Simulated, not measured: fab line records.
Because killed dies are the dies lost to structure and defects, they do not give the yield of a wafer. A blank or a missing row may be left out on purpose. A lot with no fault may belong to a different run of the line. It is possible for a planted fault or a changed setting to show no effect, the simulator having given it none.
fab line records	flow n5-finfet
[record] lots = 6	wafers = 16	last-day = 20
route steps=1938 shown FIN_SAQP@108 BEOL_M4@1111 PASSIVATION@1936
lots with no fault: from the same line, run without faults
start-h: hours from the record's first day to the start of the lot's first wafer shown	wait-h: how many hours have passed since the lot's step before this one	" same as the row above	L1.1+2: several wafers, shown together as one row	- either no value or no given start	* or withheld: withheld	< > ~ a bound
route shown NAME@n: names a module that has steps shown in the file, with the first one's number in the route	usual: mean/standard deviation taken from wafers without a fault	same: alike in all rows	chamber/n: place in a boat	sites: readings site by site	_std_site: standard deviation across them	_edge_site: inner sites' mean taken away from outer sites' mean	radius-mm: for every site, how far away it sits from the centre of the wafer	mask NAME#n: copy n	behind: the last tool/chamber to shape the wafer	hold: cause of the lot's hold/its duration in hours/its outcome	device: transistor that didn't switch, given as n, p or np	end of line: tests of these same wafers at the route's end	a step with no rows: only its recipe	killed: dies lost to structure and defects at the first sort, not the wafer's yield	map: the dies of a wafer, with x for killed, . for not killed, _ for no die there
set.NAME: the setting the step ran with; set.NAME@STEP: the setting that earlier step ran with	model.NAME: the simulator's own value behind a step, which no gauge read
lots at selected steps of the route; one table per step, one row per wafer
services: the hour from which a tool's chamber was out of use, counted from the record's first day as start-h (under 0 if before that day), plus the number of hours and why
[[steps]]
[step N5_FIN_SAQP_EXPOSE_13]
[recipe] mask-id = FIN_CORE	na = 1.35	source-shape = dipole	sigma-inner = 0.538	sigma-outer = 0.738	polarization = te	target-cd-nm = 35.6	dose-mj = 63.25
[step N5_FIN_SAQP_PEB_14]
[recipe] peb-temp-c = withheld	peb-time-s = 60	resist = CAR-ArF
[step N5_FIN_SAQP_DEVELOP_15]
[recipe] develop-time-s = 30	developer = TMAH	resist = CAR-ArF	dev-temp-c = 23	rinse-liquid = diw	dry = air-spin
[step N5_FIN_SAQP_CD_MEAS_16]
[recipe] target-cd-nm = 35.6	landing-energy-ev = 500	detector = se-inlens
[usual] cd-nm = 35.6/0.35
lot.wafer	tool	chamber	start-h	wait-h	cd-nm
L836.1	cd-sem-03	0	63.06	-	35.6
L836.4	"	0	"	"	35.3
L836.5	"	0	"	"	35.3
L838.2	cd-sem-02	0	75.60	-	36.1
L838.3	"	0	"	"	35.9
L838.6	"	0	"	"	35.6
L840.2	cd-sem-02	0	88.14	-	36.2
L840.3	"	0	"	"	35.3
L843.2	cd-sem-02	0	106.42	-	35.5
L843.5	"	0	"	"	36.1
L851.1	cd-sem-01	0	154.19	-	35.6
L851.2	"	0	"	"	35.5
L851.6	"	0	"	"	35.8
L852.1	cd-sem-03	0	159.66	-	35.8
L852.2	"	0	"	"	35.2
L852.5	"	0	"	"	35.5
[step N5_FIN_SAQP_OVL_MEAS_17]
[recipe] points-per-wafer = 44
[usual] FIN_CORE_OVL = 0.0/0.77
[same] points-per-wafer = 44
lot.wafer	tool	chamber	start-h	wait-h	FIN_CORE_OVL[nm]
L836.1	overlay-01	0	63.10	0.0	0.4
L836.4	"	0	"	"	0.1
L836.5	"	0	"	"	0.4
L838.2	overlay-02	0	75.64	0.0	-0.1
L838.3	"	0	"	"	-0.8
L838.6	"	0	"	"	0.5
L840.2	overlay-01	0	88.18	0.0	-0.6
L840.3	"	0	"	"	-0.8
L843.2	overlay-01	0	106.45	0.0	-0.7
L843.5	"	0	"	"	-1.5
L851.1	overlay-01	0	154.23	0.0	-1.3
L851.2	"	0	"	"	-0.6
L851.6	"	0	"	"	-1.1
L852.1	overlay-01	0	159.70	0.0	-0.2
L852.2	"	0	"	"	0.2
L852.5	"	0	"	"	-0.7
[step N5_FIN_SAQP_INSPECT_18]
[recipe] mode = adi	inspect-instrument = brightfield
[usual] raw-defect-count = 393/100
lot.wafer	tool	chamber	start-h	wait-h	raw-defect-count
L836.1	defect-inspect-02	-	63.12	0.0	443
L836.4	"	-	"	"	496
L836.5	"	-	"	"	654
L838.2	defect-inspect-02	-	75.67	0.0	253
L838.3	"	-	"	"	253
L838.6	"	-	"	"	465
L840.2	defect-inspect-01	-	88.20	0.0	331
L840.3	"	-	"	"	304
L843.2	defect-inspect-02	-	106.48	0.0	453
L843.5	"	-	"	"	386
L851.1	defect-inspect-02	-	154.25	0.0	361
L851.2	"	-	"	"	323
L851.6	"	-	"	"	379
L852.1	defect-inspect-01	-	159.72	0.0	303
L852.2	"	-	"	"	234
L852.5	"	-	"	"	287
[step N5_FIN_SAQP_DESCUM_21]
[recipe] chemistry = O2	time-s = 7.9	source-power-w = 50	bias-power-w = 20	pressure-mtorr = 20	rf-frequency-hz = 2.712e+07	temp-c = 40	resist = CAR-ArF	o2-flow-sccm = 225
[usual] drypump-motor-current-A = 5.9/0.57	oes-product-au = 0.79/0.093	rf-vpp-V = 242.9/1.5	showerhead-plenum-p-Torr = 2.08/0.086	throttle-valve-pct = 20.38/0.23
lot.wafer	tool	chamber	start-h	wait-h	drypump-motor-current-A	oes-product-au	rf-hours-counter-h	rf-vpp-V	showerhead-plenum-p-Torr	throttle-valve-pct
L836.1	rie-diel-03	1	63.16	0.0	6.3	0.96	8	242.7	2.04	20.54
L836.4	"	3	"	"	6.0	0.69	210	242.7	1.99	20.43
L836.5	"	3	"	"	6.0	0.68	-	242.0	1.99	20.46
L838.2	rie-diel-02	1	75.70	0.0	5.6	0.68	257	242.2	2.07	20.46
L838.3	"	2	"	"	6.5	0.81	106	241.4	2.02	20.39
L838.6	"	1	"	"	5.6	0.68	-	242.6	2.07	20.47
L840.2	rie-diel-02	2	88.23	0.0	6.5	0.81	113	242.1	2.02	20.40
L840.3	"	0	"	"	5.3	0.94	5	245.2	2.22	20.32
L843.2	rie-diel-05	0	106.55	0.1	6.4	0.70	221	240.8	1.97	20.78
L843.5	"	3	"	"	5.3	0.75	-	242.6	2.09	20.18
L851.1	rie-diel-03	1	154.37	0.1	6.3	0.88	39	242.5	2.03	20.58
L851.2	"	0	"	"	5.0	0.70	200	243.2	2.08	20.16
L851.6	"	2	"	"	5.7	0.65	-	241.7	1.98	20.67
L852.1	rie-diel-05	3	159.81	0.1	5.3	0.73	179	244.1	2.08	20.20
L852.2	"	0	"	"	6.4	0.69	237	242.0	1.97	20.82
L852.5	"	1	"	"	5.1	0.72	-	242.6	2.06	20.14
[step N5_FIN_SAQP_ETCH_51]
[recipe] chemistry = CF4	target = SiARC	target-depth-a = 455	mask-material = CAR-ArF	time-s = 75.8	ion-energy-ev = 80	pressure-mtorr = 40	source-w = 545	bias-w = 36	Ar_flow_sccm = 100	cf4-flow-sccm = 100	ends = cleared
[usual] drypump-motor-current-A = 5.9/0.58	etch-rf-on-time-s = 75.9/1.7	oes-product-au = 0.67/0.081	rf-vpp-V = 183.7/1.2	showerhead-plenum-p-Torr = 2.12/0.08	throttle-valve-pct = 15.52/0.25
lot.wafer	tool	chamber	start-h	wait-h	drypump-motor-current-A	etch-rf-on-time-s	oes-product-au	rf-hours-counter-h	rf-vpp-V	showerhead-plenum-p-Torr	throttle-valve-pct
L836.1	rie-diel-03	1	63.19	0.0	6.3	73.9	0.81	8	183.1	2.10	15.64
L836.4	"	3	"	"	6.0	74.9	0.60	210	184.3	2.03	15.59
L836.5	"	3	"	"	5.9	73.9	0.60	-	180.9	2.03	15.58
L838.2	rie-diel-02	1	75.73	0.0	5.6	78.6	0.58	257	184.0	2.10	15.66
L838.3	"	2	"	"	6.5	76.0	0.70	107	183.2	2.05	15.39
L838.6	"	1	"	"	5.6	78.2	0.57	-	184.0	2.10	15.66
L840.2	rie-diel-02	2	88.27	0.0	6.5	75.3	0.69	113	181.2	2.05	15.39
L840.3	"	0	"	"	5.3	77.3	0.80	5	185.5	2.28	15.53
L843.2	rie-diel-05	0	106.59	0.0	6.4	77.4	0.60	221	182.6	2.04	16.10
L843.5	"	3	"	"	5.3	76.5	0.64	-	183.8	2.14	15.37
L851.1	rie-diel-03	1	154.41	0.0	6.3	73.3	0.77	39	183.5	2.09	15.70
L851.2	"	0	"	"	5.0	77.3	0.60	200	182.9	2.12	15.39
L851.6	"	2	"	"	5.7	77.3	0.55	-	182.7	2.03	15.86
L852.1	rie-diel-05	3	159.85	0.0	5.3	76.7	0.63	179	182.7	2.13	15.39
L852.2	"	0	"	"	6.4	77.8	0.59	237	183.1	2.03	16.13
L852.5	"	1	"	"	5.1	77.1	0.61	-	184.2	2.11	15.45
[step N5_FIN_SAQP_ETCH_52]
[recipe] chemistry = N2/H2	target = SOC	target-depth-a = 1000	overetch-a = 200	mask-material = SiARC	temp-c = 40	time-s = 150	ion-energy-ev = 200	pressure-mtorr = 30	source-w = 840	bias-w = 150	n2-flow-sccm = 200	h2-flow-sccm = 200	ends = end-point
[usual] drypump-motor-current-A = 5.9/0.58	oes-product-au = 0.71/0.08	rf-vpp-V = 523.4/2.8	showerhead-plenum-p-Torr = 2.53/0.1	throttle-valve-pct = 17.80/0.24
lot.wafer	tool	chamber	start-h	wait-h	drypump-motor-current-A	oes-product-au	rf-hours-counter-h	rf-vpp-V	showerhead-plenum-p-Torr	throttle-valve-pct
L836.1	rie-diel-03	1	63.25	0.0	6.3	0.84	8	523.4	2.51	18.01
L836.4	"	3	"	"	6.0	0.62	210	519.0	2.42	17.92
L836.5	"	3	"	"	5.9	0.61	-	521.0	2.42	17.94
L838.2	rie-diel-02	1	75.79	0.0	5.7	0.61	257	521.8	2.51	17.96
L838.3	"	2	"	"	6.5	0.72	107	521.5	2.46	17.79
L838.6	"	1	"	"	5.6	0.62	-	522.7	2.51	17.96
L840.2	rie-diel-02	2	88.33	0.0	6.5	0.71	113	521.1	2.46	17.79
L840.3	"	0	"	"	5.3	0.84	5	529.4	2.71	17.73
L843.2	rie-diel-05	0	106.65	0.0	6.4	0.63	221	521.2	2.41	18.25
L843.5	"	3	"	"	5.3	0.67	-	522.9	2.56	17.77
L851.1	rie-diel-03	1	154.46	0.0	6.3	0.79	39	522.8	2.49	18.08
L851.2	"	0	"	"	5.0	0.64	200	522.4	2.51	17.62
L851.6	"	2	"	"	5.7	0.60	-	521.4	2.39	17.93
L852.1	rie-diel-05	3	159.90	0.0	5.3	0.66	179	523.7	2.55	17.79
L852.2	"	0	"	"	6.4	0.63	238	519.6	2.40	18.28
L852.5	"	1	"	"	5.1	0.65	-	522.0	2.52	17.59
[step N5_FIN_SAQP_STRIP_53]
[recipe] chemistry = N2/H2	temp-c = 40	n2-flow-sccm = 200	h2-flow-sccm = 200	rf-frequency-hz = 6e+07
[step N5_FIN_SAQP_HM_OPEN_73]
[recipe] chemistry = CHF3/O2	target = SiO2	stop-on = a-Si	target-depth-a = 120	over-etch-frac = 1.8	mask-material = SOC	time-s = 16.8	pressure-mtorr = 30	source-w = 650	bias-w = 170	Ar_flow_sccm = 200	CHF3_flow_sccm = 50	O2_flow_sccm = 5	ion-energy-ev = 200	ends = end-point
[usual] CHF3_flow_sccm = 50.01/0.15	drypump-motor-current-A = 5.9/0.58	oes-product-au = 0.47/0.054	rf-vpp-V = 525/11	showerhead-plenum-p-Torr = 2.39/0.092	throttle-valve-pct = 18.75/0.26
lot.wafer	tool	chamber	start-h	wait-h	CHF3_flow_sccm	drypump-motor-current-A	oes-product-au	rf-hours-counter-h	rf-vpp-V	showerhead-plenum-p-Torr	throttle-valve-pct
L836.1	rie-diel-03	1	63.36	0.0	49.84	6.3	0.57	8	513	2.36	18.95
L836.4	"	3	"	"	50.30	6.0	0.41	210	529	2.29	18.83
L836.5	"	3	"	"	50.11	6.0	0.42	-	529	2.29	18.81
L838.2	rie-diel-02	1	75.90	0.0	50.15	5.6	0.41	257	518	2.36	18.74
L838.3	"	2	"	"	49.89	6.5	0.48	107	539	2.32	18.67
L838.6	"	1	"	"	50.20	5.6	0.42	-	517	2.36	18.74
L840.2	rie-diel-02	2	88.43	0.0	49.83	6.5	0.48	113	539	2.32	18.68
L840.3	"	0	"	"	49.74	5.3	0.56	5	529	2.58	18.84
L843.2	rie-diel-05	0	106.75	0.0	50.14	6.4	0.42	221	517	2.29	19.30
L843.5	"	3	"	"	50.10	5.3	0.45	-	512	2.41	18.56
L851.1	rie-diel-03	1	154.57	0.0	50.16	6.3	0.52	39	511	2.35	18.99
L851.2	"	0	"	"	49.74	5.0	0.43	200	554	2.39	18.57
L851.6	"	2	"	"	49.86	5.7	0.40	-	527	2.28	19.07
L852.1	rie-diel-05	3	160.01	0.0	50.01	5.3	0.44	179	513	2.40	18.61
L852.2	"	0	"	"	49.67	6.4	0.42	238	514	2.29	19.34
L852.5	"	1	"	"	49.73	5.2	0.44	-	518	2.38	18.65
[step N5_FIN_SAQP_STRIP_74]
[recipe] chemistry = CHF3/O2	resist = SiARC	rf-frequency-hz = 6e+07
[step N5_FIN_SAQP_MANDREL_ETCH_22]
[recipe] target-depth-a = 600	chemistry = HBr/Cl2	target = a-Si	stop-on = SiNx	bt-time-s = 10	over-etch-frac = 0.5	time-s = 30	pressure-mtorr = 10	icp-w = 800	bias-w = 75	HBr_flow_sccm = 150	Cl2_flow_sccm = 80	ends = end-point
[usual] drypump-motor-current-A = 5.7/0.41	oes-product-au = 0.766/0.01	over-etch-frac = 0.5/0	throttle-valve-pct = 35.2/0.47
lot.wafer	tool	chamber	start-h	wait-h	drypump-motor-current-A	oes-product-au	over-etch-frac	rf-hours-counter-h	throttle-valve-pct
L836.1	rie-si-06	3	63.44	0.0	5.2	0.762	0.5	188	35.2
L836.4	"	1	"	"	6.4	0.753	0.5	18	35.5
L836.5	"	3	"	"	5.2	0.771	0.5	-	35.2
L838.2	rie-si-01	3	75.98	0.0	5.9	0.772	0.5	110	35.1
L838.3	"	1	"	"	5.2	0.763	0.5	17	36.1
L838.6	"	2	"	"	5.7	0.768	0.5	-	34.6
L840.2	rie-si-01	3	88.52	0.0	5.9	0.778	0.49005	110	35.1
L840.3	"	1	"	"	5.2	0.754	0.49005	17	36.1
L843.2	rie-si-01	2	106.84	0.0	5.7	0.760	0.49005	149	34.6
L843.5	"	0	"	"	5.8	0.782	0.5	-	34.8
L851.1	rie-si-06	0	154.66	0.0	5.8	0.754	0.5	126	34.8
L851.2	"	2	"	"	5.7	0.766	0.5	87	35.6
L851.6	"	2	"	"	5.7	0.771	0.5	-	35.5
L852.1	rie-si-02	0	160.09	0.0	5.0	0.762	0.5	191	35.1
L852.2	"	1	"	"	6.5	0.760	0.5	159	34.8
L852.5	"	3	"	"	5.9	0.778	0.5	-	35.5
[step N5_FIN_SAQP_STRIP_55]
[recipe] chemistry = N2/H2	power-w = 500	temp-c = 40	pressure-mtorr = 50	rf-frequency-hz = 6e+07	overash-fraction = 0.3	bias-power-w = 28	h2-frac = 0.5	n2-flow-sccm = 300	h2-flow-sccm = 300
[usual] drypump-motor-current-A = 5.8/0.56	oes-product-au = 0.78/0.09	rf-vpp-V = 121.8/1.5	showerhead-plenum-p-Torr = 3.32/0.11	throttle-valve-pct = 18.9/0.35
lot.wafer	tool	chamber	start-h	wait-h	drypump-motor-current-A	oes-product-au	rf-hours-counter-h	rf-vpp-V	showerhead-plenum-p-Torr	throttle-valve-pct
L836.1	rie-diel-05	0	63.54	0.1	6.4	0.72	207	120.6	3.20	19.3
L836.4	"	1	"	"	5.2	0.75	173	122.6	3.34	18.3
L836.5	"	3	"	"	5.3	0.76	-	121.2	3.39	19.0
L838.2	rie-diel-02	3	76.08	0.1	6.8	0.85	32	122.3	3.58	19.2
L838.3	"	2	"	"	6.5	0.81	107	120.0	3.25	18.8
L838.6	"	1	"	"	5.6	0.69	-	120.6	3.32	19.2
L840.2	rie-diel-05	3	88.63	0.1	5.3	0.75	157	123.2	3.38	19.1
L840.3	"	0	"	"	6.4	0.71	215	122.0	3.19	19.3
L843.2	rie-diel-02	1	106.94	0.1	5.7	0.98	3	124.2	3.32	18.8
L843.5	"	2	"	"	6.5	0.80	-	120.9	3.25	18.8
L851.1	rie-diel-03	2	154.76	0.1	5.8	0.65	250	122.3	3.16	19.0
L851.2	"	3	"	"	6.0	0.67	241	121.1	3.18	19.2
L851.6	"	0	"	"	5.0	0.70	-	121.4	3.32	18.9
L852.1	rie-diel-03	1	160.19	0.1	6.3	0.87	42	123.3	3.29	19.1
L852.2	"	3	"	"	5.9	0.66	243	119.9	3.18	19.2
L852.5	"	3	"	"	6.0	0.67	-	118.6	3.18	19.2
[step N5_BEOL_M4_RC_MEAS_101]
[usual] DIBL_N = 37.0/1.6	DIBL_P = 37.0/2.1	IOFF_N = 0.17/0.032	IOFF_P = 0.22/0.043	ION_N = 679/13	ION_P = 465/9.5	SS_N = 71.7/0.59	SS_P = 73.6/0.64	VT_N = 249/3.2	VT_P = -249/4.1
lot.wafer	tool	chamber	start-h	wait-h	DIBL_N[mV/V]	DIBL_P[mV/V]	IOFF_N[nA/um]	IOFF_P[nA/um]	ION_N[uA/um]	ION_P[uA/um]	SS_N[mV/dec]	SS_P[mV/dec]	VT_N[mV]	VT_P[mV]
L836.1	prober-01	0	277.71	0.0	37.9	37.8	0.16	0.24	677	469	71.3	73.5	252	-250
L836.4	"	0	"	"	37.6	36.9	0.17	0.22	691	471	71.7	72.9	250	-250
L836.5	"	0	"	"	39.2	38.2	0.19	0.23	679	465	71.4	73.8	250	-249
L838.2	prober-01	0	304.55	0.2	37.5	37.8	0.17	0.21	683	463	71.9	74.1	250	-252
L838.3	"	0	"	"	38.3	38.0	0.18	0.21	674	453	71.8	73.1	249	-252
L838.6	"	0	"	"	38.3	37.6	0.17	0.21	679	462	72.2	74.9	248	-252
L840.2	prober-01	0	319.94	0.2	35.0	36.7	0.13	0.21	659	463	71.3	73.5	252	-248
L840.3	"	0	"	"	38.8	40.2	0.21	0.29	696	479	71.8	74.4	247	-243
L843.2	prober-02	0	320.30	0.2	36.9	36.9	0.17	0.27	677	473	71.8	73.8	247	-246
L843.5	"	0	"	"	38.5	37.9	0.21	0.28	682	473	72.4	73.9	244	-247
L851.1	prober-02	0	374.74	0.0	37.8	37.2	0.20	0.27	697	484	71.3	73.4	244	-242
L851.2	"	0	"	"	37.1	36.2	0.21	0.27	704	490	71.5	73.3	241	-244
L851.6	"	0	"	"	35.9	35.0	0.17	0.24	691	480	71.5	73.6	247	-243
L852.1	prober-01	0	377.17	0.0	38.2	37.2	0.19	0.23	689	466	72.1	73.6	248	-249
L852.2	"	0	"	"	37.0	35.8	0.16	0.20	669	456	72.4	73.4	249	-251
L852.5	"	0	"	"	36.0	33.9	0.14	0.18	665	451	72.0	73.6	252	-252
[step N5_PASSIVATION_PROBE_49]
[usual] defect-limited-yield = 91.2/1.6	killed_at_M0_to_M3 = 33/11	killed_at_M4_up = 14/5	killed-at-contacts = 12/5.8	killed-at-front-end = 41/12	killed-at-other = 3.5/2.9	killed-dies = 104/19	killed-open = 68/14	killed-short = 34/8.8	sort_bin_5_function = 5.2/1.1	sort_bin_6_memory = 3.2/0.71	sort-n-pass = 1076/19	sort-yield-pct = 91.2/1.6
[same] gross-dies = 1180	killed-at-back-side = 0	sort_bin_4_leakage[%] = 0	sort_bin_8_speed[%] = 0
lot.wafer	tool	chamber	start-h	wait-h	defect-limited-yield[%]	killed_at_M0_to_M3	killed_at_M4_up	killed-at-contacts	killed-at-front-end	killed-at-other	killed-dies	killed-open	killed-short	sort_bin_5_function[%]	sort_bin_6_memory[%]	sort-n-pass	sort-yield-pct[%]
L836.1	prober-02	-	385.71	0.0	88.9	37	17	10	63	4	131	81	49	7.8	3.0	1049	88.9
L836.4	prober-02	-	385.86	0.2	94.1	21	5	19	24	1	70	45	23	3.6	1.9	1110	94.1
L836.5	prober-02	-	385.91	0.2	92.1	23	8	6	54	2	93	64	25	4.4	3.0	1087	92.1
L840.2	prober-01	-	423.05	0.1	88.1	65	22	15	37	1	140	102	36	6.9	4.5	1040	88.1
L840.3	prober-01	-	423.10	0.1	93.7	31	15	5	21	2	74	49	23	3.1	3.1	1106	93.7
L843.2	prober-02	-	425.01	0.1	90.9	37	18	14	35	3	107	73	34	5.3	3.8	1073	90.9
L843.5	prober-02	-	425.16	0.2	90.4	51	17	9	34	2	113	74	39	5.7	3.1	1067	90.4
L852.1	prober-01	-	479.93	0.0	89.9	43	7	12	51	6	119	78	41	5.8	3.6	1061	89.9
L852.2	prober-01	-	479.98	0.1	89.7	33	17	10	56	5	121	86	35	5.5	4.5	1059	89.7
L852.5	prober-01	-	480.13	0.2	90.7	29	20	12	49	0	110	78	31	5.3	3.6	1070	90.7
// killed by level:class
L836.1 FIN_SAQP:geometric-particle:open=15 GATE_CUT:geometric-particle:short=10 BEOL_M0_SAQP:geometric-particle:open=9 BEOL_M0_SAQP:geometric-particle:short=9 STI_FIN_REVEAL:geometric-particle:open=9 DUMMY_GATE:geometric-particle:open=8 FIN_SAQP:geometric-particle:short=6 BEOL_M0:geometric-particle:open=6
L836.4 MOL_CONTACT_COAG:geometric-particle:open=16 BEOL_M2:geometric-particle:open=5 FIN_SAQP:geometric-particle:short=3 DUMMY_GATE:geometric-particle:open=3 ILD0:geometric-particle:open=3 GATE_CUT:geometric-particle:short=3 GATE_CUT:geometric-particle:open=3 BEOL_M1:geometric-particle:open=3
L836.5 STI_FIN_REVEAL:geometric-particle:open=14 FIN_SAQP:geometric-particle:open=9 BEOL_M0_SAQP:geometric-particle:open=9 FIN_SAQP:geometric-particle:short=8 GATE_CUT:geometric-particle:short=5 MOL_CONTACT_COAG:geometric-particle:open=5 DUMMY_GATE:geometric-particle:open=4 BEOL_M3:geometric-particle:open=4
L840.2 BEOL_M2:geometric-particle:open=16 MOL_CONTACT_COAG:geometric-particle:open=13 BEOL_M1:geometric-particle:open=13 BEOL_M4:geometric-particle:open=11 FIN_SAQP:geometric-particle:open=10 BEOL_M0_SAQP:geometric-particle:short=9 BEOL_M1:geometric-particle:short=9 BEOL_M3:geometric-particle:open=7
L840.3 BEOL_M3:geometric-particle:open=11 BEOL_M2:geometric-particle:open=7 BEOL_M1:geometric-particle:open=6 FIN_SAQP:geometric-particle:short=5 STARTING-WAFER:geometric-particle:short=5 BEOL_M4:geometric-particle:open=4 DUMMY_GATE:geometric-particle:open=3 MOL_CONTACT_COAG:geometric-particle:short=3
L843.2 MOL_CONTACT_COAG:geometric-particle:open=13 BEOL_M0_SAQP:geometric-particle:open=9 FIN_SAQP:geometric-particle:short=7 FIN_SAQP:geometric-particle:open=6 BEOL_M0_SAQP:geometric-particle:short=6 BEOL_M4:geometric-particle:open=6 BEOL_M2:geometric-particle:open=5 GATE_CUT:geometric-particle:short=5
L843.5 BEOL_M0_SAQP:geometric-particle:short=14 BEOL_M2:geometric-particle:open=10 BEOL_M0_SAQP:geometric-particle:open=9 MOL_CONTACT_COAG:geometric-particle:open=8 BEOL_M4:geometric-particle:open=8 BEOL_M3:geometric-particle:open=7 FIN_SAQP:geometric-particle:open=6 STI_FIN_REVEAL:geometric-particle:open=6
L852.1 BEOL_M3:geometric-particle:open=14 FIN_SAQP:geometric-particle:short=11 STI_FIN_REVEAL:geometric-particle:open=11 FIN_SAQP:geometric-particle:open=10 MOL_CONTACT_COAG:geometric-particle:open=10 BEOL_M0_SAQP:geometric-particle:short=9 BEOL_M2:geometric-particle:open=8 BEOL_M0_SAQP:geometric-particle:open=8
L852.2 FIN_SAQP:geometric-particle:open=22 FIN_SAQP:geometric-particle:short=13 BEOL_M0_SAQP:geometric-particle:open=9 STI_FIN_REVEAL:geometric-particle:open=8 MOL_CONTACT_COAG:geometric-particle:open=8 BEOL_M4:geometric-particle:open=7 BEOL_M3:geometric-particle:open=7 BEOL_M1:geometric-particle:open=5
L852.5 FIN_SAQP:geometric-particle:open=11 MOL_CONTACT_COAG:geometric-particle:open=11 FIN_SAQP:geometric-particle:short=8 BEOL_M0_SAQP:geometric-particle:open=8 DUMMY_GATE:geometric-particle:open=6 BEOL_M0_SAQP:geometric-particle:short=5 BEOL_M3:geometric-particle:open=5 BEOL_M4:geometric-particle:open=5
[[services]]
tool	chamber	start-h	hours	kind
rie-diel-05	0	42.29	10.2	repair
rie-diel-03	1	47.80	6.4	repair
rie-diel-02	3	56.63	1.3	repair
rie-diel-02	0	58.10	-	clean
rie-diel-02	0	58.10	-	consumable-replace:focus-ring
rie-diel-02	0	58.10	-	consumable-replace:showerhead
rie-diel-02	0	58.10	22.5	scheduled-down
rie-diel-02	0	58.10	22.5	vent-cycle
rie-si-01	-	65.71	4.0	pm
rie-si-01	0	73.71	-	clean
rie-diel-02	1	80.63	-	clean
rie-diel-02	1	80.63	-	consumable-replace:focus-ring
rie-diel-02	1	80.63	17.0	scheduled-down
rie-diel-02	1	80.63	17.0	vent-cycle
rie-diel-03	2	92.46	1.3	repair
rie-si-06	2	117.57	1.7	repair
rie-si-01	2	118.57	3.7	repair
rie-diel-03	-	145.13	5.1	repair
rie-diel-05	-	153.20	0.2	repair
rie-diel-03	2	155.59	-	clean
rie-diel-03	2	155.59	-	consumable-replace:focus-ring
rie-diel-03	2	155.59	-	consumable-replace:showerhead
rie-diel-03	2	155.59	19.7	scheduled-down
rie-diel-03	2	155.59	19.7	vent-cycle
[[key]]
[first-sign] step = N5_FIN_SAQP_MANDREL_ETCH_22	reading = over-etch-frac	direction = down	sigmas = 99+	usual = 0.5	struck = 0.49005
effect none on later readings
met-at N5_FIN_SAQP_MANDREL_ETCH_22
struck-wafers L840.2,L840.3,L843.2
onset-between 75.98 88.52
[fault] kind = process-parameter-drift	tool = rie-si-01	chamber = -	onset-h = 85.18	steps = N5_FIN_SAQP_MANDREL_ETCH_22	channel = over-etch-frac	offset = -0.0099539	shape = step	end-h = 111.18	scope = struck-wafers-only	acts-in = these-recipes-only	stated = 0.5
